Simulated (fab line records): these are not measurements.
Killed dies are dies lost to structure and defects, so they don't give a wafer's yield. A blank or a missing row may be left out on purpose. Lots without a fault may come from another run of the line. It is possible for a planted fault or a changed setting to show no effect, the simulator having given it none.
Which tool is to blame? + flow nandHarc + 12 lots, 36 wafers sampled, at 5 steps of a route of 1159

## WHAT EACH GAUGE READ, for each wafer
NHARC_END_SORT_01. Usual: killedAtArray 26, standard deviation 9.6; killedAtOther 0.7, standard deviation 0.92; killedAtPeriphery 3.8, standard deviation 2.7; killedDies 31, standard deviation 10; killedOpen 3.3, standard deviation 1.7; killedShort 1.8, standard deviation 1.3.
| lot  | measured     | on        | killedAtArray | killedAtOther | killedAtPeriphery | killedDies | killedOpen | killedShort | flag |
|------|--------------|-----------|---------------|---------------|-------------------|------------|------------|-------------|------|
| L846 | day 21 13:56 | prober-02 | 652 18 658    | 0 1 0         | 4 7 8             | 656 26 666 | 1 2 2      | 3 3 1       | OFF  |

## WHAT TOOL EACH LOT RAN ON (gives the tool, then ch and the chambers of the sampled wafers, and finally the start)
| lot  | NHARC_A_CONTACT_STRIP_55                     | NHARC_A_CONTACT_ETCH_75           | NHARC_A_CONTACT_ETCH_76                      | NHARC_A_CONTACT_ETCH_125           |
|------|----------------------------------------------|-----------------------------------|----------------------------------------------|------------------------------------|
| L838 | rieDiel-07 ch 0,2,3, day 16 19:34 or earlier | rieDiel-02 ch 0,2,3, day 16 19:34 | rieDiel-02 ch 1,2,3, day 16 20:56 or earlier | harCapEtch-02 ch 0,1, day 16 20:56 |
| L839 | rieDiel-07 ch 0,1,2, day 17 00:00 or earlier | rieDiel-01 ch 0,1,2, day 17 00:00 | rieDiel-01 ch 0,1, day 17 01:31 or earlier   | harCapEtch-03 ch 0,1, day 17 01:31 |
| L840 | rieDiel-01 ch 0,2,3, day 17 01:57 or earlier | rieDiel-01 ch 2,3, day 17 01:57   | rieDiel-01 ch 1,2, day 17 03:17 or earlier   | harCapEtch-01 ch 0,1, day 17 03:17 |
| L837 | rieDiel-01 ch 0,2, day 17 05:46 or earlier   | rieDiel-07 ch 0,1,3, day 17 05:46 | rieDiel-07 ch 1,2,3, day 17 07:05 or earlier | harCapEtch-01 ch 0,1, day 17 07:05 |
| L841 | rieDiel-07 ch 0,1,2, day 17 08:45 or earlier | rieDiel-01 ch 1,2,3, day 17 08:45 | rieDiel-01 ch 0,1,2, day 17 10:07 or earlier | harCapEtch-02 ch 0,1, day 17 10:07 |
| L842 | rieDiel-07 ch 0,2, day 17 13:48 or earlier   | rieDiel-01 ch 0,1, day 17 13:48   | rieDiel-01 ch 0,2,3, day 17 15:04 or earlier | harCapEtch-03 ch 1, day 17 15:04   |
| L846 | rieDiel-07 ch 2,3, day 18 22:11 or earlier   | rieDiel-01 ch 0,1, day 18 22:11   | rieDiel-01 ch 0,1,3, day 18 23:27 or earlier | harCapEtch-03 ch 0,1, day 18 23:27 |
| L854 | rieDiel-01 ch 1,2,3, day 20 11:04 or earlier | rieDiel-07 ch 0,2,3, day 20 11:04 | rieDiel-07 ch 1,2,3, day 20 12:18 or earlier | harCapEtch-03 ch 0,1, day 20 12:18 |
| L855 | rieDiel-07 ch 1,3, day 21 03:35 or earlier   | rieDiel-01 ch 0,2, day 21 03:35   | rieDiel-01 ch 0,1,2, day 21 04:52 or earlier | harCapEtch-01 ch 0,1, day 21 04:52 |
| L858 | rieDiel-07 ch 1,2,3, day 21 23:37 or earlier | rieDiel-07 ch 0,1,2, day 21 23:37 | rieDiel-07 ch 1,2,3, day 22 00:52 or earlier | harCapEtch-01 ch 0,1, day 22 00:52 |
| L856 | rieDiel-01 ch 0,1,3, day 22 01:02 or earlier | rieDiel-01 ch 0,3, day 22 01:02   | rieDiel-01 ch 0,1,2, day 22 02:26 or earlier | harCapEtch-03 ch 0,1, day 22 02:26 |
| L860 | rieDiel-01 ch 0,3, day 22 09:21 or earlier   | rieDiel-01 ch 1,3, day 22 09:21   | rieDiel-01 ch 0,1,2, day 22 10:45 or earlier | harCapEtch-01 ch 0,1, day 22 10:45 |
- NHARC_A_CONTACT_STRIP_55: strips in O2.
- NHARC_A_CONTACT_ETCH_75: etches the open film in CF4, target depth 39 nm, time 65 s.
- NHARC_A_CONTACT_ETCH_76: etches the open film in N2/H2, target depth 260 nm, time 475.3 s.
- NHARC_A_CONTACT_ETCH_125: etches the open film in C4F8/O2/Ar, time 155 s, target depth 956 nm.

## AS READ BY THE TOOLS THEMSELVES (means over the sampled wafers that have a number; for cases with no such wafer, the mark the record gives instead)
NHARC_A_CONTACT_STRIP_55. Usual: drypumpMotorCurrentA 5.74 A, standard deviation 0.23; oesProductAu 0.999 a.u., standard deviation 0.0067; rfVppV 57.9 V, standard deviation 0.88; showerheadPlenumPTorr 3.56 Torr, standard deviation 0.13; throttleValvePct 17.038 %, standard deviation 0.0099.
| lot  | tool       | drypumpMotorCurrentA (A) | oesProductAu (a.u.) | rfVppV (V) | showerheadPlenumPTorr (Torr) | throttleValvePct (%) | flag |
|------|------------|--------------------------|---------------------|------------|------------------------------|----------------------|------|
| L838 | rieDiel-07 | 5.62                     | 0.997               | 57.9       | 3.59                         | 17.030               |      |
| L839 | rieDiel-07 | 5.64                     | 1.002               | 57.5       | 3.60                         | 17.042               |      |
| L840 | rieDiel-01 | 5.84                     | 0.998               | 57.9       | 3.51                         | 17.038               |      |
| L837 | rieDiel-01 | 5.86                     | 0.995               | 58.1       | 3.65                         | 17.041               |      |
| L841 | rieDiel-07 | 5.65                     | 1.005               | 57.1       | 3.59                         | 17.044               |      |
| L842 | rieDiel-07 | 5.65                     | 0.996               | 57.5       | 3.61                         | 17.042               |      |
| L846 | rieDiel-07 | 5.57                     | 0.998               | 58.7       | 3.57                         | 17.043               |      |
| L854 | rieDiel-01 | 5.76                     | 0.998               | 57.6       | 3.53                         | 17.045               |      |
| L855 | rieDiel-07 | 5.50                     | 1.000               | 56.9       | 3.51                         | 17.043               |      |
| L858 | rieDiel-07 | 5.58                     | 0.989               | 58.2       | 3.53                         | 17.039               |      |
| L856 | rieDiel-01 | 5.93                     | 1.000               | 58.2       | 3.68                         | 17.033               |      |
| L860 | rieDiel-01 | 5.84                     | 0.993               | 59.1       | 3.73                         | 17.036               |      |

NHARC_A_CONTACT_ETCH_75. Usual: drypumpMotorCurrentA 5.76 A, standard deviation 0.24; oesProductAu 1.001 a.u., standard deviation 0.0079; rfVppV 151.5 V, standard deviation 1.3; showerheadPlenumPTorr 1.78 Torr, standard deviation 0.074; throttleValvePct 13.284 %, standard deviation 0.0079.
| lot  | tool       | drypumpMotorCurrentA (A) | oesProductAu (a.u.) | rfVppV (V) | showerheadPlenumPTorr (Torr) | throttleValvePct (%) | flag |
|------|------------|--------------------------|---------------------|------------|------------------------------|----------------------|------|
| L838 | rieDiel-02 | 5.70                     | 0.996               | 151.6      | 1.80                         | 13.286               |      |
| L839 | rieDiel-01 | 5.93                     | 0.995               | 151.9      | 1.83                         | 13.288               |      |
| L840 | rieDiel-01 | 5.67                     | 1.002               | 151.7      | 1.71                         | 13.278               |      |
| L837 | rieDiel-07 | 5.58                     | 1.004               | 151.3      | 1.78                         | 13.288               |      |
| L841 | rieDiel-01 | 5.77                     | 0.996               | 152.1      | 1.77                         | 13.292               |      |
| L842 | rieDiel-01 | 5.99                     | 1.000               | 151.7      | 1.83                         | 13.281               |      |
| L846 | rieDiel-01 | 6.07                     | 0.880               | 152.4      | 1.81                         | 13.290               | OFF  |
| L854 | rieDiel-07 | 5.58                     | 1.009               | 151.7      | 1.79                         | 13.277               |      |
| L855 | rieDiel-01 | 5.84                     | 0.994               | 151.5      | 1.82                         | 13.285               |      |
| L858 | rieDiel-07 | 5.66                     | 1.002               | 151.0      | 1.79                         | 13.281               |      |
| L856 | rieDiel-01 | 5.99                     | 1.008               | 152.1      | 1.83                         | 13.285               |      |
| L860 | rieDiel-01 | 5.75                     | 0.997               | 153.3      | 1.88                         | 13.287               |      |

NHARC_A_CONTACT_ETCH_76. Usual: drypumpMotorCurrentA 5.80 A, standard deviation 0.25; h2FlowSccm 150.0 sccm, standard deviation 0.43; oesProductAu 1.001 a.u., standard deviation 0.0074; rfVppV 431.1 V, standard deviation 2.5; showerheadPlenumPTorr 2.06 Torr, standard deviation 0.092; throttleValvePct 14.172 %, standard deviation 0.0098.
| lot  | tool       | drypumpMotorCurrentA (A) | h2FlowSccm (sccm) | oesProductAu (a.u.) | rfVppV (V) | showerheadPlenumPTorr (Torr) | throttleValvePct (%) | flag |
|------|------------|--------------------------|-------------------|---------------------|------------|------------------------------|----------------------|------|
| L838 | rieDiel-02 | 5.60                     | 149.9             | 0.998               | 431.3      | 2.07                         | 14.167               |      |
| L839 | rieDiel-01 | 6.09                     | 150.7             | 1.001               | 431.6      | 2.10                         | 14.172               |      |
| L840 | rieDiel-01 | 5.79                     | 150.1             | 0.997               | 432.8      | 2.13                         | 14.166               |      |
| L837 | rieDiel-07 | 5.58                     | 149.7             | 1.001               | 431.3      | 2.05                         | 14.177               |      |
| L841 | rieDiel-01 | 5.92                     | 150.5             | 1.000               | 432.4      | 2.12                         | 14.166               |      |
| L842 | rieDiel-01 | 5.86                     | 150.4             | 1.000               | 429.9      | 2.03                         | 14.169               |      |
| L846 | rieDiel-01 | 5.91                     | 150.1             | 1.004               | 430.1      | 2.03                         | 14.167               |      |
| L854 | rieDiel-07 | 5.54                     | 149.8             | 0.995               | 430.9      | 2.05                         | 14.172               |      |
| L855 | rieDiel-01 | 5.92                     | 149.8             | 0.996               | 433.0      | 2.11                         | 14.170               |      |
| L858 | rieDiel-07 | 5.56                     | 149.8             | 0.996               | 430.5      | 2.04                         | 14.177               |      |
| L856 | rieDiel-01 | 5.91                     | 149.8             | 1.001               | 432.7      | 2.11                         | 14.181               |      |
| L860 | rieDiel-01 | 5.92                     | 149.9             | 1.004               | 432.4      | 2.11                         | 14.170               |      |

NHARC_A_CONTACT_ETCH_125. Usual: oesAirLineAu at 1.005 a.u., with a standard deviation of 0.019.
| lot  | tool          | oesAirLineAu (a.u.) | flag |
|------|---------------|---------------------|------|
| L838 | harCapEtch-02 | 1.004               |      |
| L839 | harCapEtch-03 | 1.000               |      |
| L840 | harCapEtch-01 | 0.998               |      |
| L837 | harCapEtch-01 | 0.993               |      |
| L841 | harCapEtch-02 | 1.024               |      |
| L842 | harCapEtch-03 | 0.987               |      |
| L846 | harCapEtch-03 | 0.996               |      |
| L854 | harCapEtch-03 | 1.011               |      |
| L855 | harCapEtch-01 | 1.003               |      |
| L858 | harCapEtch-01 | 0.998               |      |
| L856 | harCapEtch-03 | 1.015               |      |
| L860 | harCapEtch-01 | 1.008               |      |

## THE ANSWER, worked out from the rows above alone
Rule: a lot is off if the mean of its wafers that have a number lies more than 3 standard deviations from the usual mean. A lot without any number at a reading at which 4 lots or more have one is off too. All remaining lots with rows at the step are treated as sound. The gauges are gone through in route order, then the tools' own readings, and for those a lot's mean is taken as printed above. At the first step where some lot is off, the reading lying furthest off is the one used; lots without a number count as furthest.
Off, at NHARC_END_SORT_01 on killedAtArray: L846. Neither off nor sound, because the step has no rows for them: L838, L839, L840, L837, L841, L842, L854, L855, L858, L856, L860.
A tool fits if, at a process step before that reading, it ran every lot that is off, and no sound lot after the first of them. Not tried: the gauges at NHARC_END_SORT_01; whatever is off there is also off at NHARC_A_CONTACT_ETCH_75, on other tools, and gauge error can't account for it. Because NHARC_A_CONTACT_STRIP_55 lacks a start for some lots, the hours and order of its lots are taken from NHARC_A_CONTACT_ETCH_75. Because NHARC_A_CONTACT_ETCH_76 lacks a start for some lots, the hours and order of its lots are taken from NHARC_A_CONTACT_ETCH_125. Can't be told from this: 3 tools fit, rieDiel-07 at NHARC_A_CONTACT_STRIP_55, rieDiel-01 at NHARC_A_CONTACT_ETCH_75 and NHARC_A_CONTACT_ETCH_76, harCapEtch-03 at NHARC_A_CONTACT_ETCH_125.

## WHAT THE SIMULATOR HAD PUT IN
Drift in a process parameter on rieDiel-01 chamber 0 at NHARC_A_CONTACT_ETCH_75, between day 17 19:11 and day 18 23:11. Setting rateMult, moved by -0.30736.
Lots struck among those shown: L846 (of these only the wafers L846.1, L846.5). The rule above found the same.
